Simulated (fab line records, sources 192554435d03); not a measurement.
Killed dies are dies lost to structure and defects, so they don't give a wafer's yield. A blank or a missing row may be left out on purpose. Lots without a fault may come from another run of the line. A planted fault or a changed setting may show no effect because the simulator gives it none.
fab line records | flow n5_finfet
record lots=13 wafers=37 last_day=17
route steps=1938 shown ILD0@341 SDB@375 HKMG_FIN@386
lots that met no fault: from a run of the same line without faults
start_h: hours from the record's first day to the start of the lot's first wafer shown | wait_h: hours since the lot's step before | " the same as in the row above | L1.1+2: a row that stands for several wafers | - no value, or no start given | * or withheld: withheld | < > ~ a bound
route shown NAME@n: a module of which the file shows steps, and the number in the route of the first | usual: mean/standard deviation of fault-free wafers | same: alike in all rows | chamber/n: place in a boat | sites: the reading at each site | _std_site: their standard deviation | _edge_site: outer sites' mean less inner sites' | radius_mm: how far each site lies from the wafer's centre | mask NAME#n: copy n | behind: the tool/chamber that last shaped the wafer | hold: why the lot was held/for how many hours/how that ended | device: the transistor (n, p or np) that didn't switch | end of line: the same wafers' tests at the end of the route | a step without rows: its recipe alone | killed: dies lost to structure and defects at the first sort, not the wafer's yield | map: a wafer's dies, x killed, . not, _ none there
set.NAME: the setting as run; set.NAME@STEP: as run at that earlier step | model.NAME: the simulator's own value behind a step, which no gauge read
steps of the route over a sample of lots; a table a step, a row a wafer
services: from which hour (start_h, from the record's first day; less than 0 if before it) a tool's chamber was out of use, for how many hours, and why
## steps
# step N5_ILD0_THK_MEAS_08
# usual thk_nm=139.5/1.6
# columns lot.wafer tool chamber start_h wait_h thk_nm
L263.2 film_metro-01 - 67.10 - 139.9
L263.4 " - " " 139.7
L263.6 " - " " 140.4
L264.2 film_metro-02 - 77.21 - 140.7
L264.5 " - " " 141.9
L264.6 " - " " 140.0
L265.1 film_metro-01 - 78.20 - 137.8
L265.2 " - " " 139.9
L265.5 " - " " 139.6
L266.1 film_metro-01 - 86.31 - 138.9
L266.2 " - " " 141.2
L266.6 " - " " 140.4
L267.4 film_metro-01 - 90.64 - 137.6
L267.5 " - " " 142.8
L268.1 film_metro-01 - 95.84 - 139.7
L268.3 " - " " 137.8
L268.5 " - " " 139.6
L269.2 film_metro-01 - 104.32 - 137.6
L269.4 " - " " 140.5
L269.6 " - " " 139.6
L272.2 film_metro-01 - 124.65 - 140.7
L272.3 " - " " 139.8
L272.6 " - " " 139.3
L273.1 film_metro-01 - 126.51 - 141.3
L273.6 " - " " 138.9
L275.1 film_metro-02 - 141.24 - 140.0
L275.4 " - " " 136.4
L275.6 " - " " 139.7
L278.2 film_metro-01 - 157.44 - 140.2
L278.5 " - " " 140.2
L278.6 " - " " 137.2
L284.3 film_metro-01 - 196.26 - 138.2
L284.5 " - " " 139.8
L284.6 " - " " 141.9
L285.1 film_metro-01 - 199.14 - 140.6
L285.2 " - " " 142.8
L285.6 " - " " 141.9
# step N5_SDB_THK_MEAS_31
# recipe reads=a-Si_of_DUMMY_GATE_CVD_03
# usual SDB_THK=64.4/1.3
# columns lot.wafer tool chamber start_h wait_h SDB_THK[nm]
L263.2 film_metro-01 - 74.61 - 63.6
L263.4 " - " " 66.4
L263.6 " - " " 66.7
L264.2 film_metro-01 - 84.92 - 63.9
L264.5 " - " " 64.7
L264.6 " - " " 63.4
L265.1 film_metro-01 - 85.89 - 64.3
L265.2 " - " " 64.9
L265.5 " - " " 66.1
L266.1 film_metro-01 - 94.99 - 62.1
L266.2 " - " " 65.0
L266.6 " - " " 61.4
L267.4 film_metro-01 - 98.27 - 65.2
L267.5 " - " " 65.0
L268.1 film_metro-01 - 103.97 - 65.9
L268.3 " - " " 63.9
L268.5 " - " " 65.4
L269.2 film_metro-01 - 111.96 - 63.4
L269.4 " - " " 66.5
L269.6 " - " " 62.6
L272.2 film_metro-01 - 133.30 - 63.5
L272.3 " - " " 66.1
L272.6 " - " " 63.3
L273.1 film_metro-01 - 135.22 - 63.0
L273.6 " - " " 65.1
L275.1 film_metro-01 - 149.50 - 64.1
L275.4 " - " " 63.9
L275.6 " - " " 63.1
L278.2 film_metro-01 - 165.10 - 64.2
L278.5 " - " " 64.3
L278.6 " - " " 61.8
L284.3 film_metro-01 - 204.03 - 65.2
L284.5 " - " " 64.9
L284.6 " - " " 62.3
L285.1 film_metro-01 - 206.80 - 64.1
L285.2 " - " " 64.8
L285.6 " - " " 67.2
# step N5_HKMG_FIN_HK_ALD_01
# recipe material=HfO2 target_thk_a=16 temp_c=withheld ald_precursor_family=HfCl4 ald_co_reactant=H2O pulse_time_s=3 purge_time_s=3 co_reactant_purge_time_s=2.5 co_reactant_pulse_time_s=0.3 ald_cycles=30
# usual ald_cycles=30/0 precursor_pulse_height_rel=0.999/0.019
# columns lot.wafer tool chamber start_h wait_h ald_cycles precursor_pulse_height_rel
L263.2 ald_hk-03 3 75.25 0.0 30 1.018
L263.4 " 0 " " 30 1.049
L263.6 " 2 " " 30 0.995
L264.2 ald_hk-03 2 85.54 0.0 30 1.030
L264.5 " 2 " " 30 0.985
L264.6 " 3 " " 30 1.004
L265.1 ald_hk-02 1 86.50 0.0 30 0.996
L265.2 " 3 " " 30 1.003
L265.5 " 2 " " 30 0.998
L266.1 ald_hk-01 3 95.60 0.0 30 1.011
L266.2 " 0 " " 30 1.017
L266.6 " 1 " " 30 1.004
L267.4 ald_hk-01 1 98.88 0.0 30 0.984
L267.5 " 0 " " 30 0.998
L268.1 ald_hk-03 3 104.65 0.0 30 1.005
L268.3 " 1 " " 30 1.016
L268.5 " 2 " " 30 0.990
L269.2 ald_hk-01 1 112.57 0.0 30 0.991
L269.4 " 3 " " 30 1.004
L269.6 " 2 " " 30 1.014
L272.2 ald_hk-03 1 133.93 0.0 17 1.011
L272.3 " 3 " " 17 1.022
L272.6 " 0 " " 17 1.011
L273.1 ald_hk-01 2 135.83 0.0 30 1.017
L273.6 " 3 " " 30 0.982
L275.1 ald_hk-03 3 150.11 0.0 17 1.003
L275.4 " 2 " " 17 0.987
L275.6 " 2 " " 17 1.021
L278.2 ald_hk-02 1 165.84 0.0 30 1.002
L278.5 " 0 " " 30 1.021
L278.6 " 3 " " 30 0.961
L284.3 ald_hk-03 2 204.81 0.0 30 0.984
L284.5 " 2 " " 30 1.026
L284.6 " 3 " " 30 1.005
L285.1 ald_hk-03 0 207.53 0.0 30 1.003
L285.2 " 3 " " 30 0.977
L285.6 " 3 " " 30 0.964
# step N5_HKMG_FIN_INSPECT_61
# recipe mode=adi inspect_instrument=macro
# usual raw_defect_count=1.9/1.4
# columns lot.wafer tool chamber start_h wait_h raw_defect_count
L263.2 defect_inspect-01 - 76.12 0.0 0
L263.4 " - " " 2
L263.6 " - " " 4
L264.2 defect_inspect-02 - 86.42 0.0 1
L264.5 " - " " 3
L264.6 " - " " 2
L265.1 defect_inspect-02 - 87.37 0.0 2
L265.2 " - " " 0
L265.5 " - " " 2
L266.1 defect_inspect-02 - 96.60 0.0 3
L266.2 " - " " 1
L266.6 " - " " 2
L267.4 defect_inspect-01 - 99.88 0.0 2
L267.5 " - " " 1
L268.1 defect_inspect-01 - 105.65 0.0 3
L268.3 " - " " 2
L268.5 " - " " 3
L269.2 defect_inspect-01 - 113.72 0.0 2
L269.4 " - " " 2
L269.6 " - " " 2
L272.2 defect_inspect-02 - 135.16 0.0 1
L272.3 " - " " 3
L272.6 " - " " 3
L273.1 defect_inspect-01 - 136.83 0.0 0
L273.6 " - " " 2
L275.1 defect_inspect-01 - 151.11 0.0 0
L275.4 " - " " 0
L275.6 " - " " 4
L278.2 defect_inspect-02 - 166.84 0.0 0
L278.5 " - " " 3
L278.6 " - " " 0
L284.3 defect_inspect-02 - 205.93 0.0 1
L284.5 " - " " 5
L284.6 " - " " 2
L285.1 defect_inspect-02 - 208.61 0.0 3
L285.2 " - " " 1
L285.6 " - " " 2
# step N5_HKMG_FIN_THK_MEAS_70
# recipe thk_meas_gauge=xrf reads=HfO2_of_HKMG_FIN_HK_ALD_01
# usual HK_THK=1.603/0.017
# columns lot.wafer tool chamber start_h wait_h HK_THK[nm]
L263.2 film_metro-02 - 78.83 0.2 1.611
L263.4 " - " " 1.584
L263.6 " - " " 1.547
L264.2 film_metro-01 - 88.95 0.2 1.614
L264.5 " - " " 1.603
L264.6 " - " " 1.611
L265.1 film_metro-01 - 89.81 0.2 1.585
L265.2 " - " " 1.606
L265.5 " - " " 1.575
L266.1 film_metro-01 - 99.11 0.2 1.603
L266.2 " - " " 1.604
L266.6 " - " " 1.602
L267.4 film_metro-01 - 102.53 0.2 1.628
L267.5 " - " " 1.592
L268.1 film_metro-01 - 108.77 0.2 1.623
L268.3 " - " " 1.611
L268.5 " - " " 1.618
L269.2 film_metro-01 - 116.38 0.2 1.623
L269.4 " - " " 1.611
L269.6 " - " " 1.615
L272.2 film_metro-02 - 137.60 0.2 0.927
L272.3 " - " " 0.917
L272.6 " - " " 0.912
L273.1 film_metro-02 - 139.43 0.2 1.615
L273.6 " - " " 1.614
L275.1 film_metro-01 - 153.93 0.2 0.917
L275.4 " - " " 0.911
L275.6 " - " " 0.896
L278.2 film_metro-01 - 169.32 0.2 1.609
L278.5 " - " " 1.577
L278.6 " - " " 1.610
L284.3 film_metro-01 - 208.49 0.2 1.608
L284.5 " - " " 1.624
L284.6 " - " " 1.609
L285.1 film_metro-01 - 211.06 0.2 1.610
L285.2 " - " " 1.608
L285.6 " - " " 1.610
## services
# columns tool chamber start_h hours kind
ald_hk-03 - 111.07 8.7 pm
ald_hk-01 - 119.08 1.4 repair
## key
first_sign step=N5_HKMG_FIN_HK_ALD_01 reading=ald_cycles direction=down sigmas=99+ usual=* struck=*
effect step=N5_HKMG_FIN_THK_MEAS_70 reading=HK_THK direction=down sigmas=42 usual=1.603 struck=0.913
met_at N5_HKMG_FIN_HK_ALD_01
struck_lots L272,L275
tester_left_out L272,L275
not_acting_at N5_ILD0_THK_MEAS_08,N5_SDB_THK_MEAS_31,N5_HKMG_FIN_INSPECT_61
onset_between 104.65 133.93
fault kind=process_parameter_drift tool=ald_hk-03 chamber=- onset_h=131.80 steps=N5_HKMG_FIN_HK_ALD_01 channel=ald_cycles offset=* shape=step end_h=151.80 acts_in=* stated=*
# tester_left_out: of these lots the tester's yield and bins aren't shown, on N5 and GAA mostly nor the transistor test; their killed dies are dies lost to structure and defects alone, not to doping, threshold or leakage, so they don't give the yield
